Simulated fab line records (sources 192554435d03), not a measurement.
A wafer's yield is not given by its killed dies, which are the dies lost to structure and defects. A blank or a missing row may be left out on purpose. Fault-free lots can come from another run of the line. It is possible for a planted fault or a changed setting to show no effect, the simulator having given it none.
fab line records | flow n5_finfet
[record] lots = 10 wafers = 26 last_day = 18
route steps=1938 shown BEOL_M4@1111 BEOL_M6@1248 BEOL_M7@1263 PASSIVATION@1936
lots with no fault: from the same line, run without faults
start_h: start of the lot's first displayed wafer, in hours after the record's first day | wait_h: hours from the lot's prior step to this one | " as in the row above | L1.1+2: several wafers, shown together as one row | - no value, or no start given | * or withheld: withheld | < > ~ a bound
route shown NAME@n: names a module that has steps shown in the file, with the first one's number in the route | usual: mean/standard deviation of fault-free wafers | same: alike in all rows | chamber/n: place in a boat | sites: each site's reading | _std_site: how widely they spread, as a standard deviation | _edge_site: mean of outer sites minus mean of inner sites | radius_mm: for every site, how far away it sits from the centre of the wafer | mask NAME#n: copy n | behind: the most recent tool/chamber to have shaped the wafer | hold: why the lot went on hold/how many hours it stayed there/how the hold came to an end | device: which transistor (n, p or np) failed to switch | end of line: the same wafers' tests at the end of the route | a step without rows: its recipe alone | killed: dies lost to structure and defects at the first sort, not the wafer's yield | map: a wafer's dies, x killed, . not, _ none there
set.NAME: the setting that was run; set.NAME@STEP: the one run at that earlier step | model.NAME: the simulator's own value behind a step, which no gauge read
the route's steps for a sample of lots (tables are steps, rows are wafers)
services: the hour from which a tool's chamber was out of use, counted from the record's first day as start_h (under 0 if before that day), plus the number of hours and why
[[steps]]
[step N5_BEOL_M4_RC_MEAS_101]
[usual] DIBL_N = 35.9/1.7 DIBL_P = 35.8/2.2 IOFF_N = 0.15/0.03 IOFF_P = 0.21/0.036 ION_N = 674/12 ION_P = 463/7.2 SS_N = 71.3/0.59 SS_P = 73.1/0.69 VT_N = 250/3 VT_P = -251/3.2
// columns lot.wafer tool chamber start_h wait_h DIBL_N[mV/V] DIBL_P[mV/V] IOFF_N[nA/um] IOFF_P[nA/um] ION_N[uA/um] ION_P[uA/um] SS_N[mV/dec] SS_P[mV/dec] VT_N[mV] VT_P[mV]
L727.2 prober-01 0 184.27 0.2 38.9 36.7 0.20 0.23 691 467 71.1 73.1 247 -247
L727.3 " 0 " " 37.9 36.7 0.19 0.25 670 462 71.4 72.5 245 -246
L731.2 prober-02 0 216.58 0.2 38.4 39.9 0.20 0.26 693 472 72.1 73.9 245 -249
L731.3 " 0 " " 38.3 39.9 0.21 0.27 683 473 71.8 74.4 247 -249
L731.5 " 0 " " 38.0 38.8 0.19 0.23 677 461 71.3 73.3 248 -249
L732.2 prober-01 0 229.99 0.2 35.7 37.4 0.15 0.20 675 467 71.2 73.1 250 -252
L732.5 " 0 " " 35.3 37.5 0.15 0.22 685 474 71.3 72.5 249 -252
L734.1 prober-02 0 240.21 0.0 33.3 32.4 0.10 0.14 656 457 70.1 71.9 252 -255
L734.5 " 0 " " 34.1 35.3 0.12 0.17 665 457 70.3 73.2 253 -255
L735.3 prober-02 0 244.46 0.3 36.4 34.9 0.14 0.20 674 463 71.1 73.5 251 -250
L735.5 " 0 " " 35.9 33.9 0.14 0.18 675 463 71.3 72.4 252 -253
L739.1 prober-01 0 268.79 0.0 35.3 38.2 0.16 0.22 668 457 71.4 74.3 250 -250
L739.3 " 0 " " 34.1 35.7 0.14 0.18 680 469 71.1 73.4 249 -251
L739.6 " 0 " " 37.2 39.6 0.20 0.25 685 466 72.2 74.7 245 -250
L740.2 prober-02 0 274.82 0.2 37.9 38.3 0.17 0.22 667 454 72.1 74.6 249 -252
L740.3 " 0 " " 36.4 35.6 0.15 0.18 671 454 71.3 73.2 252 -254
L740.6 " 0 " " 36.6 38.0 0.17 0.21 690 467 71.4 73.1 251 -251
L742.1 prober-02 0 279.61 0.0 36.7 33.2 0.15 0.19 676 463 71.3 72.7 250 -251
L742.3 " 0 " " 35.7 32.5 0.14 0.18 680 466 71.3 72.5 250 -253
L742.6 " 0 " " 37.8 34.5 0.17 0.21 683 467 71.7 73.6 248 -251
L745.1 prober-02 0 307.36 0.0 34.1 32.4 0.12 0.18 653 456 71.3 72.6 251 -252
L745.2 " 0 " " 35.5 35.3 0.15 0.21 675 463 71.6 72.9 251 -254
L745.5 " 0 " " 36.3 35.0 0.16 0.19 675 461 71.5 73.0 249 -253
L747.1 prober-02 0 315.37 0.0 33.7 34.0 0.11 0.16 667 464 70.3 72.1 256 -255
L747.2 " 0 " " 36.1 36.2 0.14 0.18 675 457 71.2 73.5 254 -251
L747.5 " 0 " " 34.0 34.3 0.11 0.15 658 457 70.8 72.1 255 -255
[step N5_BEOL_M6_CURE_75]
[recipe] temp_c = 370 time_s = 120 ambient = DMADMS/He material = SiCOH_lowk
[usual] lamp_power_pct = 52.32/0.061 wafer_temp_C_max = 372.2/0.74
// columns lot.wafer tool chamber start_h wait_h lamp_power_pct wafer_temp_C_max
L727.2 uv_cure-01 0 202.73 0.1 52.39 372.3
L727.3 " 0 " " 52.38 372.0
L731.2 uv_cure-03 2 232.45 0.1 52.38 373.1
L731.3 " 2 " " 52.32 372.0
L731.5 " 2 " " 52.30 373.3
L732.2 uv_cure-01 1 248.60 0.1 52.33 371.7
L732.5 " 1 " " 52.28 372.6
L734.1 uv_cure-01 0 259.60 0.1 52.36 371.6
L734.5 " 0 " " 52.39 372.0
L735.3 uv_cure-01 0 263.38 0.1 52.29 371.7
L735.5 " 0 " " 52.32 371.2
L739.1 uv_cure-03 1 287.37 0.0 52.33 371.2
L739.3 " 1 " " 52.39 371.7
L739.6 " 1 " " 52.30 371.2
L740.2 uv_cure-03 2 293.50 0.1 52.32 372.4
L740.3 " 2 " " 52.26 373.6
L740.6 " 2 " " 52.31 374.3
L742.1 uv_cure-03 2 303.32 0.0 52.32 373.3
L742.3 " 2 " " 52.19 372.4
L742.6 " 2 " " 52.33 373.0
L745.1 uv_cure-03 1 325.08 0.0 52.25 371.6
L745.2 " 1 " " 52.27 371.0
L745.5 " 1 " " 52.37 370.9
L747.1 uv_cure-03 2 338.18 0.0 52.33 372.5
L747.2 " 2 " " 52.23 372.1
L747.5 " 2 " " 52.35 372.3
[step N5_BEOL_M6_SPUTTER_48]
[recipe] material = Cu target_thk_a = 100 temp_c = -20 bias_v = 60 power_w = 26000 chamber_pressure_pa = 0.13 time_s = 1.667
[usual] cathode_dc_power_W = 26001/4.4 chamber_pressure_pa = 0.12996/0.00026 throttle_valve_pct = 29.9/1.1
// columns lot.wafer tool chamber start_h wait_h cathode_dc_power_W chamber_pressure_pa throttle_valve_pct
L727.2 pvd_sputter-03 - 203.81 0.1 26002 0.13001 30.1
L727.3 " - " " 26000 0.12994 30.1
L731.2 pvd_sputter-02 - 233.95 0.4 26007 0.13011 29.4
L731.3 " - " " 26006 0.12984 30.4
L731.5 " - " " 26001 0.12989 30.6
L732.2 pvd_sputter-02 - 251.11 0.3 26007 0.13013 31.0
L732.5 " - " " 25999 0.13008 31.1
L734.1 pvd_sputter-03 - 261.48 0.5 26009 0.12984 30.2
L734.5 " - " " 26003 0.13037 28.8
L735.3 pvd_sputter-01 - 267.45 0.2 26002 0.12986 29.3
L735.5 " - " " 26004 0.12981 28.2
L739.1 pvd_sputter-02 - 288.75 0.5 26000 0.12978 31.0
L739.3 " - " " 26004 0.12974 30.9
L739.6 " - " " 25993 0.1297 30.9
L740.2 pvd_sputter-01 - 295.03 0.1 26001 0.13007 30.9
L740.3 " - " " 26003 0.13048 29.4
L740.6 " - " " 26003 0.13042 29.4
L742.1 pvd_sputter-02 - 304.36 0.1 25997 0.12975 30.8
L742.3 " - " " 26007 0.13044 31.2
L742.6 " - " " 26004 0.12974 31.1
L745.1 pvd_sputter-02 - 326.21 0.1 25996 0.12964 31.1
L745.2 " - " " 26002 0.12985 29.8
L745.5 " - " " 26006 0.12968 31.3
L747.1 pvd_sputter-01 - 339.73 0.4 25987 0.12976 29.6
L747.2 " - " " 25997 0.12993 30.6
L747.5 " - " " 26002 0.12972 29.4
[step N5_BEOL_M7_ILD_DEP_00]
[recipe] material = SiCOH_lowk target_thk_a = 1797.5 temp_c = 300 precursor = DEMS/porogen pressure_torr = 5 rf_w = 500 time_s = 33.4
[usual] heater_power_w = 285/36 showerhead_plenum_p_Torr = 5.742/0.014 throttle_valve_pct = 13.6/0.59
// columns lot.wafer tool chamber start_h wait_h heater_power_w showerhead_plenum_p_Torr throttle_valve_pct
L727.2 pecvd-02 2 204.81 0.0 247 5.753 13.7
L727.3 " 1 " " 269 5.749 12.6
L731.2 pecvd-02 2 235.70 0.0 285 5.753 13.3
L731.3 " 0 " " 271 5.726 13.6
L731.5 " 0 " " 280 5.726 13.4
L732.2 pecvd-02 1 252.61 0.0 310 5.741 12.8
L732.5 " 1 " " 317 5.732 12.6
L734.1 pecvd-02 1 262.48 0.0 270 5.747 12.6
L734.5 " 2 " " 227 5.752 13.6
L735.3 pecvd-02 2 268.53 0.0 281 5.754 13.2
L735.5 " 2 " " 270 5.751 13.6
L739.1 pecvd-01 2 289.88 0.0 271 5.742 13.7
L739.3 " 0 " " 297 5.732 14.6
L739.6 " 2 " " 201 5.746 13.8
L740.2 pecvd-03 2 296.03 0.0 328 5.736 12.8
L740.3 " 1 " " 250 5.758 13.2
L740.6 " 2 " " 260 5.733 12.9
L742.1 pecvd-01 1 305.53 0.0 235 5.726 14.4
L742.3 " 2 " " 267 5.726 13.6
L742.6 " 0 " " 269 5.732 14.6
L745.1 pecvd-02 0 327.47 0.0 266 5.725 13.2
L745.2 " 2 " " 269 5.732 13.8
L745.5 " 2 " " 267 5.762 13.7
L747.1 pecvd-02 0 340.72 0.0 253 5.721 13.3
L747.2 " 2 " " 297 5.742 13.5
L747.5 " 1 " " 326 5.752 12.5
[step N5_BEOL_M7_THK_MEAS_01]
[recipe] reads = SiCOH_lowk_of_BEOL_M7_ILD_DEP_00
[usual] M7_ILD_THK = 154.2/2
// columns lot.wafer tool chamber start_h wait_h M7_ILD_THK[nm]
L727.2 film_metro-02 - 205.40 0.4 154.1
L727.3 " - " " 153.7
L731.2 film_metro-01 - 236.28 0.4 154.8
L731.3 " - " " 149.2
L731.5 " - " " 152.9
L732.2 film_metro-02 - 253.18 0.4 152.5
L732.5 " - " " 94.0
L734.1 film_metro-01 - 263.07 0.4 92.8
L734.5 " - " " 93.4
L735.3 film_metro-01 - 269.11 0.3 152.7
L735.5 " - " " 96.5
L739.1 film_metro-01 - 290.55 0.4 154.5
L739.3 " - " " 154.0
L739.6 " - " " 157.6
L740.2 film_metro-01 - 296.61 0.4 155.3
L740.3 " - " " 154.9
L740.6 " - " " 156.9
L742.1 film_metro-01 - 306.11 0.4 152.2
L742.3 " - " " 150.9
L742.6 " - " " 157.2
L745.1 film_metro-02 - 328.05 0.4 152.1
L745.2 " - " " 152.0
L745.5 " - " " 155.3
L747.1 film_metro-01 - 341.30 0.4 152.7
L747.2 " - " " 152.0
L747.5 " - " " 154.6
[step N5_BEOL_M7_HM_DEP_02]
[recipe] material = TiN target_thk_a = 200 temp_c = 25 chamber_pressure_pa = 0.49996
[usual] chamber_pressure_pa = 0.4999/0.0011 throttle_valve_pct = 29.7/1.2
// columns lot.wafer tool chamber start_h wait_h chamber_pressure_pa throttle_valve_pct
L727.2 pvd_sputter-03 - 207.17 1.7 0.5003 28.8
L727.3 " - " " 0.4999 30.4
L731.2 pvd_sputter-01 - 236.63 0.3 0.4976 29.5
L731.3 " - " " 0.5010 30.5
L731.5 " - " " 0.4999 30.8
L732.2 pvd_sputter-03 - 254.60 1.4 0.5005 27.4
L732.5 " - " " 0.5018 30.3
L734.1 pvd_sputter-03 - 263.36 0.2 0.4995 30.1
L734.5 " - " " 0.5012 28.8
L735.3 pvd_sputter-03 - 270.61 1.5 0.5005 28.6
L735.5 " - " " 0.4988 30.0
L739.1 pvd_sputter-02 - 291.93 1.3 0.4992 31.1
L739.3 " - " " 0.4987 31.1
L739.6 " - " " 0.5013 30.1
L740.2 pvd_sputter-03 - 297.80 1.1 0.5005 27.4
L740.3 " - " " 0.5002 30.4
L740.6 " - " " 0.4993 30.3
L742.1 pvd_sputter-03 - 306.73 0.6 0.5006 30.3
L742.3 " - " " 0.4980 28.8
L742.6 " - " " 0.5013 30.3
L745.1 pvd_sputter-01 - 329.33 1.2 0.4999 28.6
L745.2 " - " " 0.4986 29.5
L745.5 " - " " 0.5006 28.3
L747.1 pvd_sputter-03 - 341.69 0.3 0.4992 30.6
L747.2 " - " " 0.4999 27.0
L747.5 " - " " 0.4995 28.6
[step N5_PASSIVATION_PROBE_49]
[usual] defect_limited_yield = 91.0/1.5 killed_at_M0_to_M3 = 35/12 killed_at_M4_up = 15/5.8 killed_at_contacts = 14/7.2 killed_at_front_end = 40/10 killed_at_other = 3/3 killed_dies = 106/18 killed_on_rim = 14/4 killed_open = 68/14 killed_short = 35/7.2 sort_bin_5_function = 5.2/0.96 sort_bin_6_memory = 3.3/0.69 sort_n_pass = 1074/18 sort_yield_pct = 91.0/1.5
[same] gross_dies = 1180 killed_at_back_side = 0 sort_bin_4_leakage[%] = 0 sort_bin_8_speed[%] = 0
// columns lot.wafer tool chamber start_h wait_h defect_limited_yield[%] killed_at_M0_to_M3 killed_at_M4_up killed_at_contacts killed_at_front_end killed_at_other killed_dies killed_on_rim killed_open killed_short sort_bin_5_function[%] sort_bin_6_memory[%] sort_n_pass sort_yield_pct[%]
L732.2 prober-02 - 335.48 0.1 90.3 37 16 12 49 1 115 11 76 35 6.4 3.0 1065 90.3
L732.5 prober-02 - 335.63 0.2 59.1 40 388 23 31 1 483 57 80 35 5.7 4.3 697 59.1
L734.1 prober-02 - 336.24 0.0 59.6 34 392 17 34 0 477 117 79 21 4.7 3.7 703 59.6
L734.5 prober-02 - 336.44 0.2 45.1 21 553 23 51 0 648 124 57 45 5.8 2.9 532 45.1
L735.3 prober-02 - 354.95 0.1 89.8 30 16 18 54 2 120 14 74 43 6.0 3.9 1060 89.8
L735.5 prober-02 - 355.05 0.2 84.9 26 98 21 30 3 178 39 50 38 4.5 2.9 1002 84.9
L739.1 prober-02 - 365.10 0.5 89.0 38 29 15 42 6 130 17 78 49 6.4 4.4 1050 89.0
L739.3 prober-02 - 365.20 0.6 88.4 62 18 12 42 3 137 25 94 43 6.3 5.0 1043 88.4
L739.6 prober-02 - 365.35 0.8 88.8 57 23 6 43 3 132 12 80 51 6.3 4.4 1048 88.8
// killed by level:class
L732.2 FIN_SAQP:geometric_particle:open=20 MOL_CONTACT_COAG:geometric_particle:open=11 BEOL_M3:geometric_particle:open=11 BEOL_M0_SAQP:geometric_particle:short=8 FIN_SAQP:geometric_particle:short=7 BEOL_M4:geometric_particle:open=6 STI_FIN_REVEAL:geometric_particle:open=5 DUMMY_GATE:geometric_particle:open=4
L732.5 BEOL_M7:area_dep=364 MOL_CONTACT_COAG:geometric_particle:open=20 BEOL_M3:geometric_particle:open=11 BEOL_M4:geometric_particle:open=9 BEOL_M0_SAQP:geometric_particle:open=8 BEOL_M4:geometric_particle:short=8 DUMMY_GATE:geometric_particle:open=5 GATE_CUT:geometric_particle:short=5
L734.1 BEOL_M7:area_dep=375 MOL_CONTACT_COAG:geometric_particle:open=13 FIN_SAQP:geometric_particle:open=9 BEOL_M1:geometric_particle:open=9 DUMMY_GATE:geometric_particle:open=7 BEOL_M0:geometric_particle:open=7 BEOL_M0_SAQP:geometric_particle:short=6 BEOL_M0_SAQP:geometric_particle:open=5
L734.5 BEOL_M7:area_dep=542 FIN_SAQP:geometric_particle:short=17 MOL_CONTACT_COAG:geometric_particle:open=17 FIN_SAQP:geometric_particle:open=11 BEOL_M0_SAQP:geometric_particle:open=7 BEOL_M0_SAQP:geometric_particle:short=6 ILD0:geometric_particle:short=5 GATE_CUT:geometric_particle:open=4
L735.3 FIN_SAQP:geometric_particle:open=14 MOL_CONTACT_COAG:geometric_particle:open=13 STI_FIN_REVEAL:geometric_particle:open=10 BEOL_M0_SAQP:geometric_particle:short=8 FIN_SAQP:geometric_particle:short=6 STARTING-WAFER:geometric_particle:short=6 BEOL_M0_SAQP:geometric_particle:open=5 BEOL_M8:geometric_particle:open=5
L735.5 BEOL_M7:area_dep=88 MOL_CONTACT_COAG:geometric_particle:open=15 FIN_SAQP:geometric_particle:short=9 BEOL_M2:geometric_particle:open=8 FIN_SAQP:geometric_particle:open=7 BEOL_M0_SAQP:geometric_particle:short=6 MOL_CONTACT_COAG:geometric_particle:short=6 BEOL_M1:geometric_particle:short=6
L739.1 BEOL_M4:geometric_particle:open=15 MOL_CONTACT_COAG:geometric_particle:open=11 FIN_SAQP:geometric_particle:open=10 FIN_SAQP:geometric_particle:short=8 BEOL_M2:geometric_particle:short=8 BEOL_M2:geometric_particle:open=7 BEOL_M4:geometric_particle:short=6 BEOL_M0_SAQP:geometric_particle:open=5
L739.3 BEOL_M2:geometric_particle:open=17 BEOL_M0_SAQP:geometric_particle:short=13 FIN_SAQP:geometric_particle:open=12 BEOL_M0_SAQP:geometric_particle:open=11 BEOL_M3:geometric_particle:open=9 MOL_CONTACT_COAG:geometric_particle:open=7 FIN_SAQP:geometric_particle:short=6 BEOL_M2:geometric_particle:short=6
L739.6 BEOL_M0_SAQP:geometric_particle:short=19 FIN_SAQP:geometric_particle:open=15 BEOL_M4:geometric_particle:open=14 BEOL_M2:geometric_particle:open=12 FIN_SAQP:geometric_particle:short=11 BEOL_M0_SAQP:geometric_particle:open=9 BEOL_M1:geometric_particle:open=7 MOL_CONTACT_COAG:geometric_particle:open=4
[[services]]
// columns tool chamber start_h hours kind
pecvd-03 1 194.54 5.5 scheduled_down
pecvd-03 2 202.38 - clean
pecvd-03 2 202.38 - consumable_replace:showerhead
pecvd-03 2 202.38 29.0 scheduled_down
pecvd-03 2 202.38 29.0 vent_cycle
uv_cure-03 - 221.96 2.1 pm
pecvd-01 2 230.65 5.5 scheduled_down
uv_cure-03 - 252.88 0.7 repair
pecvd-01 - 255.84 5.9 repair
uv_cure-01 - 270.30 28.1 pm
uv_cure-03 - 273.61 7.5 repair
uv_cure-03 - 313.65 1.0 pm
uv_cure-03 - 314.65 2.8 pm
pecvd-03 - 327.41 6.0 pm
pecvd-03 - 338.83 1.1 repair
[[key]]
[first_sign] step = N5_BEOL_M7_THK_MEAS_01 reading = M7_ILD_THK direction = down sigmas = 31 usual = 154.2 struck = 94.2
[effect] step = N5_PASSIVATION_PROBE_49 reading = killed_at_M4_up direction = up sigmas = 59 usual = 15 struck = 358
[more_kills_born_at] N5_BEOL_M7_ILD_DEP_00@pecvd-02 = 1369
met_at N5_BEOL_M7_ILD_DEP_00
struck_lots L732,L734,L735
struck_wafers L732.5,L734.1,L734.5,L735.5
not_acting_at N5_BEOL_M6_CURE_75,N5_BEOL_M6_SPUTTER_48,N5_BEOL_M7_HM_DEP_02
onset_between 235.70 252.61
[fault] kind = process_parameter_drift tool = pecvd-02 chamber = - onset_h = 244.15 steps = N5_BEOL_M7_ILD_DEP_00 channel = time_s offset = * shape = step end_h = 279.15 scope = struck_wafers_only acts_in = * stated = *
